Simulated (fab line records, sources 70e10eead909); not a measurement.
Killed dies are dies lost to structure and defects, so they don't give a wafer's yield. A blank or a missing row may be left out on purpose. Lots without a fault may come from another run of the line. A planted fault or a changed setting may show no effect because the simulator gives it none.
Which tool did it? | flow nand_harc | 13 lots, 39 wafers sampled, at 4 steps of a route of 1302

WHAT THE GAUGES READ, wafer by wafer
The record holds no reading of a measuring or inspecting step that can be judged against a usual standard deviation.

WHICH TOOL RAN EACH LOT (tool, then ch and the chambers of the sampled wafers, then the start)
lot  | NHARC_A_STAIRCASE_DESCUM_168       | NHARC_A_STAIRCASE_STRIP_171          | NHARC_A_STAIRCASE_TRIM_12          | NHARC_A_STAIRCASE_TRIM_16
L178 | rie_diel-04 ch 0,1,3, day 15 16:03 | plasma_asher-01 ch 0,1, day 15 16:25 | rie_diel-07 ch 1,2,3, day 15 17:59 | rie_diel-07 ch 0,1,2, no start
L181 | rie_diel-07 ch 1,2,3, day 16 11:07 | plasma_asher-02 ch 0,1, day 16 11:32 | rie_diel-04 ch 2,3, day 16 13:08   | rie_diel-04 ch 0,1, no start
L180 | rie_diel-07 ch 1,2,3, day 16 16:19 | plasma_asher-02 ch 0,1, day 16 17:05 | rie_diel-04 ch 0,2,3, day 16 18:43 | rie_diel-04 ch 0,2,3, no start
L184 | rie_diel-04 ch 1,3, day 17 19:21   | plasma_asher-01 ch 0,1, day 17 19:43 | rie_diel-04 ch 1,2,3, day 17 22:34 | rie_diel-04 ch 0,3, no start
L192 | rie_diel-01 ch 0,2,3, day 21 06:29 | plasma_asher-02 ch 0,1, day 21 06:52 | rie_diel-01 ch 0,2,3, day 21 08:20 | rie_diel-01 ch 2,3, no start
L193 | rie_diel-04 ch 0,2,3, day 21 20:40 | plasma_asher-02 ch 0,1, day 21 21:04 | rie_diel-01 ch 2,3, day 21 22:40   | rie_diel-01 ch 0,2,3, no start
L191 | rie_diel-04 ch 1,2,3, day 22 09:22 | plasma_asher-02 ch 0,1, day 22 09:41 | rie_diel-01 ch 0,1,3, day 22 11:15 | rie_diel-01 ch 0,1,3, no start
L194 | rie_diel-01 ch 0,3, day 22 14:53   | plasma_asher-02 ch 0, day 22 15:15   | rie_diel-04 ch 2,3, day 22 16:51   | rie_diel-04 ch 1,3, no start
L196 | rie_diel-07 ch 0,3, day 23 12:53   | plasma_asher-01 ch 0,1, day 23 13:17 | rie_diel-07 ch 0,1,3, day 23 15:23 | rie_diel-07 ch 0,1, no start
L200 | rie_diel-04 ch 2,3, day 24 15:14   | plasma_asher-02 ch 0,1, day 24 16:06 | rie_diel-01 ch 0,2, day 24 17:40   | rie_diel-01 ch 0,1,3, no start
L197 | rie_diel-07 ch 0,1,2, day 24 15:35 | plasma_asher-01 ch 0,1, day 24 16:17 | rie_diel-07 ch 1,2,3, day 24 17:59 | rie_diel-07 ch 0,1,3, no start
L199 | rie_diel-04 ch 1,3, day 24 19:40   | plasma_asher-01 ch 0,1, day 24 20:01 | rie_diel-01 ch 0,1,2, day 24 21:43 | rie_diel-01 ch 1,2,3, no start
L201 | rie_diel-04 ch 0,1,2, day 25 04:02 | plasma_asher-01 ch 0,1, day 25 04:20 | rie_diel-04 ch 0,3, day 25 05:56   | rie_diel-04 ch 1,2,3, no start
- NHARC_A_STAIRCASE_DESCUM_168: chemistry O2, time 3 s.
- NHARC_A_STAIRCASE_STRIP_171: strips in O2.
- NHARC_A_STAIRCASE_TRIM_12: chemistry O2, time 211.2 s.
- NHARC_A_STAIRCASE_TRIM_16: chemistry O2, time 211.2 s.

WHAT THE TOOLS THEMSELVES READ (means of the sampled wafers that have a number; where no wafer has one, the mark that the record gives instead)
NHARC_A_STAIRCASE_DESCUM_168.
lot  | tool        | drypump_motor_current_A (A) | oes_product_au (a.u.) | rf_vpp_V (V) | showerhead_plenum_p_Torr (Torr) | throttle_valve_pct (%)
L178 | rie_diel-04 | 5.8                         | 0.992                 | 58.4         | 1.86                            | 11.308
L181 | rie_diel-07 | 5.9                         | 1.003                 | 58.7         | 1.94                            | 11.315
L180 | rie_diel-07 | 5.9                         | 1.004                 | 58.7         | 1.94                            | 11.308
L184 | rie_diel-04 | 5.9                         | 0.997                 | 57.5         | 1.87                            | 11.308
L192 | rie_diel-01 | 5.3                         | 0.993                 | 57.9         | 1.91                            | 11.313
L193 | rie_diel-04 | 5.7                         | 0.997                 | 57.0         | 1.82                            | 11.309
L191 | rie_diel-04 | 5.7                         | 1.003                 | 58.0         | 1.84                            | 11.318
L194 | rie_diel-01 | 5.5                         | 0.994                 | 57.5         | 1.89                            | 11.312
L196 | rie_diel-07 | 5.6                         | 1.010                 | 57.8         | 1.90                            | 11.308
L200 | rie_diel-04 | 5.6                         | 1.001                 | 57.4         | 1.81                            | 11.312
L197 | rie_diel-07 | 6.2                         | 1.007                 | 58.4         | 1.89                            | 11.311
L199 | rie_diel-04 | 5.9                         | 1.004                 | 57.2         | 1.86                            | 11.324
L201 | rie_diel-04 | 5.5                         | 0.998                 | 57.4         | 1.85                            | 11.315

NHARC_A_STAIRCASE_STRIP_171.
lot  | tool            | drypump_motor_current_A (A) | heater_power_w (W)
L178 | plasma_asher-01 | 5.51                        | 326
L181 | plasma_asher-02 | 5.72                        | 372
L180 | plasma_asher-02 | 5.68                        | 395
L184 | plasma_asher-01 | 5.50                        | 325
L192 | plasma_asher-02 | 5.73                        | 375
L193 | plasma_asher-02 | 5.71                        | 392
L191 | plasma_asher-02 | 5.68                        | 390
L194 | plasma_asher-02 | 5.79                        | 366
L196 | plasma_asher-01 | 5.45                        | 317
L200 | plasma_asher-02 | 5.77                        | 381
L197 | plasma_asher-01 | 5.46                        | 327
L199 | plasma_asher-01 | 5.45                        | 320
L201 | plasma_asher-01 | 5.51                        | 322

NHARC_A_STAIRCASE_TRIM_12.
lot  | tool        | drypump_motor_current_A (A) | oes_product_au (a.u.) | rf_vpp_V (V) | run_length_s (s) | showerhead_plenum_p_Torr (Torr) | throttle_valve_pct (%)
L178 | rie_diel-07 | 5.9                         | 0.996                 | 58.4         | 232.3            | 3.58                            | 17.036
L181 | rie_diel-04 | 5.9                         | 1.007                 | 57.6         | 232.4            | 3.36                            | 17.030
L180 | rie_diel-04 | 5.7                         | 0.999                 | 57.4         | 232.4            | 3.39                            | 17.036
L184 | rie_diel-04 | 5.7                         | 1.002                 | 57.5         | 262.6            | 3.41                            | 17.031
L192 | rie_diel-01 | 5.3                         | 0.998                 | 58.4         | 232.7            | 3.53                            | 17.041
L193 | rie_diel-01 | 5.1                         | 1.007                 | 58.1         | 232.0            | 3.61                            | 17.047
L191 | rie_diel-01 | 5.3                         | 1.003                 | 59.0         | 232.1            | 3.61                            | 17.028
L194 | rie_diel-04 | 5.9                         | 1.000                 | 57.1         | 232.4            | 3.33                            | 17.031
L196 | rie_diel-07 | 5.8                         | 1.008                 | 58.8         | 232.3            | 3.50                            | 17.034
L200 | rie_diel-01 | 5.5                         | 1.005                 | 57.1         | 232.7            | 3.44                            | 17.039
L197 | rie_diel-07 | 5.9                         | 1.012                 | 59.1         | 232.2            | 3.54                            | 17.033
L199 | rie_diel-01 | 5.3                         | 0.992                 | 58.4         | 232.5            | 3.57                            | 17.037
L201 | rie_diel-04 | 5.7                         | 1.007                 | 58.4         | 232.8            | 3.38                            | 17.044

NHARC_A_STAIRCASE_TRIM_16.
lot  | tool        | drypump_motor_current_A (A) | oes_product_au (a.u.) | rf_vpp_V (V) | run_length_s (s) | showerhead_plenum_p_Torr (Torr) | throttle_valve_pct (%)
L178 | rie_diel-07 | 6.2                         | 1.010                 | 56.9         | 232.3            | 3.53                            | 17.038
L181 | rie_diel-04 | 5.6                         | 1.001                 | 57.5         | 232.6            | 3.48                            | 17.025
L180 | rie_diel-04 | 5.7                         | 1.003                 | 58.2         | 232.6            | 3.39                            | 17.038
L184 | rie_diel-04 | 6.0                         | 0.994                 | 57.5         | 232.1            | 3.37                            | 17.029
L192 | rie_diel-01 | 5.1                         | 0.999                 | 57.3         | 232.3            | 3.57                            | 17.037
L193 | rie_diel-01 | 5.3                         | 0.999                 | 57.4         | 232.4            | 3.53                            | 17.035
L191 | rie_diel-01 | 5.3                         | 0.988                 | 57.7         | 232.1            | 3.61                            | 17.040
L194 | rie_diel-04 | 6.1                         | 1.000                 | 57.5         | 232.2            | 3.37                            | 17.034
L196 | rie_diel-07 | 5.9                         | 0.994                 | 57.5         | 232.2            | 3.49                            | 17.031
L200 | rie_diel-01 | 5.3                         | 1.000                 | 57.8         | 232.3            | 3.61                            | 17.045
L197 | rie_diel-07 | 5.8                         | 0.995                 | 58.4         | 232.5            | 3.49                            | 17.041
L199 | rie_diel-01 | 5.1                         | 1.002                 | 58.8         | 232.0            | 3.65                            | 17.022
L201 | rie_diel-04 | 5.7                         | 1.002                 | 57.6         | 232.4            | 3.39                            | 17.041

THE ANSWER, worked out from the rows above alone
Rule: what is usual is taken from the lots themselves. Put in order of their means at a reading, lots are off if they are a third of the lots or fewer, leave a main group of 4 or more, and stand apart from it by a gap of 3 or more times the standard deviation of the main group's means; of several such gaps the widest counts. A main group whose means are all the same, to the digits that the tables above print for the reading, isn't used. A lot without any number at a reading at which 4 lots or more have one is off too. The other lots that the step has rows for count as sound. The gauges are gone through in route order, then the tools' own readings, and for those a lot's mean is taken as printed above. The first step at which some lot is off is used, and at that step the reading that is off furthest; a lot without a number counts as furthest.
Off: L184, at NHARC_A_STAIRCASE_TRIM_12 (run_length_s). The main group: mean 232.4 s, standard deviation 0.23.
A tool fits if, at that step or a process step before it, it ran every lot that is off, and no sound lot after the first of them. None of those tried fits.

WHAT THE SIMULATOR HAD PUT IN
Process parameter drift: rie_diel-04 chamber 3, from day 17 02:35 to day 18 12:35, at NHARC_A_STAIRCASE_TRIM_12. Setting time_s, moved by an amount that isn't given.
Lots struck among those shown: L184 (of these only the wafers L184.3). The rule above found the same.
